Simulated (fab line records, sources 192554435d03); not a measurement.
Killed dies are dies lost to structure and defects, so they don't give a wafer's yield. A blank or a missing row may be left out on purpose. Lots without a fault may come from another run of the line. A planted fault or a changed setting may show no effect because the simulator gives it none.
Which tool did it? | flow n5_finfet | 10 lots, 27 wafers sampled, at 5 steps of a route of 1938

WHAT THE GAUGES READ, wafer by wafer
N5_BEOL_M2_THK_MEAS_53: measures by xrf. Usual: M2_THK 39.6 nm, standard deviation 2.
lot  | measured     | on            | M2_THK (nm)    | flag
L991 | day 7 06:42  | film_metro-01 | 40.5 38.7 38.5 |
L995 | day 8 02:51  | film_metro-02 | 36.6 41.5      |
L997 | day 8 09:52  | film_metro-02 | 40.5 41.3      |
L100 | day 9 06:49  | film_metro-02 | 40.9 37.3 43.0 |
L103 | day 10 03:25 | film_metro-02 | 40.8 39.4      |
L104 | day 10 13:25 | film_metro-01 | 38.2 40.1 40.3 |
L106 | day 11 03:14 | film_metro-01 | 40.4 37.7 42.3 |
L111 | day 12 19:06 | film_metro-01 | 41.1 37.2 38.8 |
L112 | day 12 20:48 | film_metro-02 | 38.3 42.4 41.9 |
L113 | day 12 22:38 | film_metro-02 | 41.2 40.3 41.9 |

N5_BEOL_M4_RC_MEAS_101. Usual: DIBL_N 35.8 mV/V, standard deviation 2.2; DIBL_P 35.3 mV/V, standard deviation 2.7; IOFF_N 0.16 nA/um, standard deviation 0.043; IOFF_P 0.21 nA/um, standard deviation 0.043; ION_N 676 uA/um, standard deviation 15; ION_P 463 uA/um, standard deviation 9.1; SS_N 71.4 mV/dec, standard deviation 0.77; SS_P 73.0 mV/dec, standard deviation 0.79; VT_N 250 mV, standard deviation 4; VT_P -249.8 mV, standard deviation 2.8.
lot  | measured     | on        | DIBL_N (mV/V)  | DIBL_P (mV/V)  | IOFF_N (nA/um) | IOFF_P (nA/um) | ION_N (uA/um) | ION_P (uA/um) | SS_N (mV/dec)  | SS_P (mV/dec)  | VT_N (mV)   | VT_P (mV)            | flag
L991 | day 8 08:11  | prober-02 | 37.7 40.3 35.7 | 39.0 41.7 37.3 | 0.19 0.25 0.17 | 0.24 0.30 0.22 | 689 708 694   | 474 481 478   | 70.9 71.5 70.7 | 72.4 73.9 72.3 | 242 240 244 | -246.0 -244.5 -247.6 |
L995 | day 9 05:28  | prober-02 | 35.9 38.0      | 35.7 37.9      | 0.13 0.19      | 0.19 0.22      | 645 697       | 447 470       | 71.4 71.5      | 73.9 74.1      | 255 246     | -252.4 -249.1        |
L997 | day 9 20:19  | prober-01 | 35.9 36.5      | 37.5 38.6      | 0.16 0.16      | 0.20 0.23      | 672 661       | 460 454       | 71.6 71.9      | 73.0 73.5      | 249 250     | -250.0 -248.3        |
L100 | day 10 12:14 | prober-02 | 35.8 37.3 34.9 | 33.7 35.3 34.2 | 0.16 0.17 0.14 | 0.19 0.20 0.19 | 682 685 674   | 468 466 469   | 70.4 71.9 71.3 | 72.5 74.0 73.3 | 247 248 250 | -248.5 -251.6 -251.7 |
L103 | day 11 07:35 | prober-01 | 36.4 38.4      | 36.0 38.3      | 0.16 0.21      | 0.19 0.23      | 690 670       | 464 450       | 70.8 72.7      | 73.7 73.3      | 249 245     | -250.6 -248.7        |
L104 | day 11 22:40 | prober-01 | 40.6 32.5 39.4 | 39.8 31.5 38.9 | 0.27 0.11 0.24 | 0.30 0.16 0.28 | 704 668 703   | 478 460 475   | 72.7 70.4 71.9 | 75.1 72.3 74.9 | 240 253 244 | -246.0 -252.3 -246.3 |
L106 | day 12 01:48 | prober-01 | 39.1 34.7 33.8 | 39.6 33.9 33.5 | 0.22 0.14 0.14 | 0.26 0.19 0.17 | 688 677 689   | 468 466 465   | 71.5 71.0 70.9 | 74.2 72.7 73.3 | 245 251 251 | -250.3 -252.1 -254.2 |
L111 | day 13 21:52 | prober-01 | 34.8 34.6 37.2 | 32.2 30.8 34.4 | 0.11 0.10 0.14 | 0.18 0.16 0.21 | 671 649 669   | 458 457 468   | 71.5 71.3 71.7 | 72.6 72.3 73.1 | 254 258 252 | -251.6 -251.8 -248.4 |
L112 | day 13 22:04 | prober-02 | 33.6 34.4 37.1 | 33.1 32.8 36.3 | 0.12 0.14 0.17 | 0.17 0.16 0.21 | 673 679 673   | 463 453 449   | 70.5 71.0 72.3 | 72.1 72.0 73.5 | 251 252 250 | -255.0 -253.8 -249.5 |
L113 | day 14 02:41 | prober-01 | 35.3 35.0 35.3 | 33.6 31.5 33.0 | 0.14 0.12 0.14 | 0.21 0.16 0.18 | 667 660 682   | 466 459 466   | 71.1 71.0 71.3 | 72.9 72.0 72.1 | 249 254 251 | -250.5 -252.2 -250.8 |

WHICH TOOL RAN EACH LOT (tool, then ch and the chambers of the sampled wafers, then the start)
lot  | N5_BEOL_M2_CO_CAP_55             | N5_BEOL_M3_STRIP_66                | N5_BEOL_M3_COAT_68
L991 | cvd_co-01 ch 0,2, day 7 06:46    | rie_diel-05 ch 0,1,2, day 7 08:10  | litho_track-02 ch 0, day 7 08:26
L995 | cvd_co-01 ch 0,1, day 8 02:56    | rie_diel-05 ch 1,2, day 8 04:40    | litho_track-04 ch 0, day 8 04:56
L997 | cvd_co-02 ch 1, day 8 09:57      | rie_diel-05 ch 0,2, day 8 12:31    | litho_track-01 ch 0, day 8 12:46
L100 | cvd_co-01 ch 1,2, day 9 06:55    | rie_diel-06 ch 1,3, day 9 08:41    | litho_track-02 ch 0, day 9 09:01
L103 | cvd_co-02 ch 1,2, day 10 03:30   | rie_diel-03 ch 0, day 10 05:46     | litho_track-02 ch 0, day 10 06:02
L104 | cvd_co-01 ch 0,1, day 10 13:29   | rie_diel-05 ch 0,1,2, day 10 15:25 | litho_track-04 ch 0, day 10 15:46
L106 | cvd_co-01 ch 0,1, day 11 03:20   | rie_diel-03 ch 0,2, day 11 07:30   | litho_track-01 ch 0, day 11 07:46
L111 | cvd_co-02 ch 1,2, day 12 19:10   | rie_diel-03 ch 1,3, day 12 21:16   | litho_track-02 ch 0, day 12 21:32
L112 | cvd_co-02 ch 0,1,2, day 12 20:55 | rie_diel-03 ch 0,1,3, day 12 22:45 | litho_track-02 ch 0, day 12 23:01
L113 | cvd_co-02 ch 0,1, day 12 22:49   | rie_diel-03 ch 0,2,3, day 13 02:13 | litho_track-04 ch 0, day 13 02:41
- N5_BEOL_M2_CO_CAP_55: material Co, precursor CCTBA/H2, target thk 2 nm, time 102.1 s.
- N5_BEOL_M3_STRIP_66: strips in CF4.
- N5_BEOL_M3_COAT_68: time 60 s, resist thk 12 nm.

WHAT THE TOOLS THEMSELVES READ (means of the sampled wafers that have a number; where no wafer has one, the mark that the record gives instead)
N5_BEOL_M2_CO_CAP_55. Usual: heater_power_outer_w 130 W, standard deviation 12; heater_power_w 239 W, standard deviation 9.4; susceptor_temp_C 199.99 C, standard deviation 0.17.
lot  | tool      | heater_power_outer_w (W) | heater_power_w (W) | susceptor_temp_C (C) | flag
L991 | cvd_co-01 | 127                      | 232                | 200.08               |
L995 | cvd_co-01 | 128                      | 240                | 199.90               |
L997 | cvd_co-02 | 128                      | 237                | 199.84               |
L100 | cvd_co-01 | 122                      | 233                | 199.92               |
L103 | cvd_co-02 | 144                      | 244                | 200.12               |
L104 | cvd_co-01 | 131                      | 240                | 199.84               |
L106 | cvd_co-01 | 128                      | 240                | 200.19               |
L111 | cvd_co-02 | 137                      | 242                | 199.94               |
L112 | cvd_co-02 | 134                      | 239                | 200.01               |
L113 | cvd_co-02 | 126                      | 240                | 199.96               |

N5_BEOL_M3_STRIP_66. Usual: drypump_motor_current_A 5.8 A, standard deviation 0.32; oes_product_au 0.78 a.u., standard deviation 0.079; rf_fwd_power_W 292.6 W, standard deviation 0.87; rf_vpp_V 270.7 V, standard deviation 1.4; showerhead_plenum_p_Torr 1.78 Torr, standard deviation 0.058; throttle_valve_pct 13.66 %, standard deviation 0.2.
lot  | tool        | drypump_motor_current_A (A) | oes_product_au (a.u.) | rf_fwd_power_W (W) | rf_vpp_V (V) | showerhead_plenum_p_Torr (Torr) | throttle_valve_pct (%) | flag
L991 | rie_diel-05 | 5.5                         | 0.81                  | 292.4              | 272.2        | 1.84                            | 13.70                  |
L995 | rie_diel-05 | 5.5                         | 0.74                  | 293.2              | 271.1        | 1.84                            | 13.71                  |
L997 | rie_diel-05 | 5.4                         | 0.83                  | 293.2              | 271.6        | 1.81                            | 13.75                  |
L100 | rie_diel-06 | 5.7                         | 0.75                  | 292.4              | 269.1        | 1.74                            | 13.68                  |
L103 | rie_diel-03 | 6.4                         | 0.88                  | 292.6              | 269.2        | 1.75                            | 13.32                  |
L104 | rie_diel-05 | 5.5                         | 0.78                  | 293.0              | 272.1        | 1.83                            | 13.76                  |
L106 | rie_diel-03 | 6.2                         | 0.74                  | 292.3              | 269.8        | 1.72                            | 13.52                  |
L111 | rie_diel-03 | 5.9                         | 0.73                  | 293.4              | 271.1        | 1.78                            | 13.86                  |
L112 | rie_diel-03 | 6.0                         | 0.77                  | 293.1              | 269.7        | 1.76                            | 13.71                  |
L113 | rie_diel-03 | 6.1                         | 0.75                  | 291.7              | 270.5        | 1.72                            | 13.67                  |

N5_BEOL_M3_COAT_68. Usual: dispense_pressure_kPa 53 kPa, standard deviation 4.3; spin_speed_rpm 1500.1 rpm, standard deviation 1.
lot  | tool           | dispense_pressure_kPa (kPa) | spin_speed_rpm (rpm) | flag
L991 | litho_track-02 | 48                          | 1501.0               |
L995 | litho_track-04 | 57                          | 1499.7               |
L997 | litho_track-01 | 57                          | 1500.4               |
L100 | litho_track-02 | 48                          | 1500.6               |
L103 | litho_track-02 | 48                          | 1499.4               |
L104 | litho_track-04 | 57                          | 1499.3               |
L106 | litho_track-01 | 57                          | 1501.8               |
L111 | litho_track-02 | 48                          | 1770.2               | OFF
L112 | litho_track-02 | 48                          | 1770.1               | OFF
L113 | litho_track-04 | 57                          | 1499.7               |

THE ANSWER, worked out from the rows above alone
Rule: a lot is off if the mean of its wafers that have a number lies more than 3 standard deviations from the usual mean. A lot without any number at a reading at which 4 lots or more have one is off too. The other lots that the step has rows for count as sound. The gauges are gone through in route order, then the tools' own readings, and for those a lot's mean is taken as printed above. The first step at which some lot is off is used, and at that step the reading that is off furthest; a lot without a number counts as furthest.
Off: L111, L112, at N5_BEOL_M3_COAT_68 (spin_speed_rpm).
A tool fits if, at that step or a process step before it, it ran every lot that is off, and no sound lot after the first of them. One fits: litho_track-02 at N5_BEOL_M3_COAT_68. Its last sound lot is L103 (day 10 06:02), its first lot that is off L111 (day 12 21:32): a fault that began between those two fits.
The tool's own readings at N5_BEOL_M3_COAT_68 bear it out: on the lots that are off they differ by more than 5 times the standard deviation of the sound lots' means. spin_speed_rpm reads 1770.2 rpm there against 1500.2 rpm on the sound lots.

WHAT THE SIMULATOR HAD PUT IN
Process parameter drift: litho_track-02, from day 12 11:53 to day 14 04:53, at N5_BEOL_M3_COAT_68. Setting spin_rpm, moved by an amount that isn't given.
Lots struck among those shown: L111, L112. The rule above found the same.
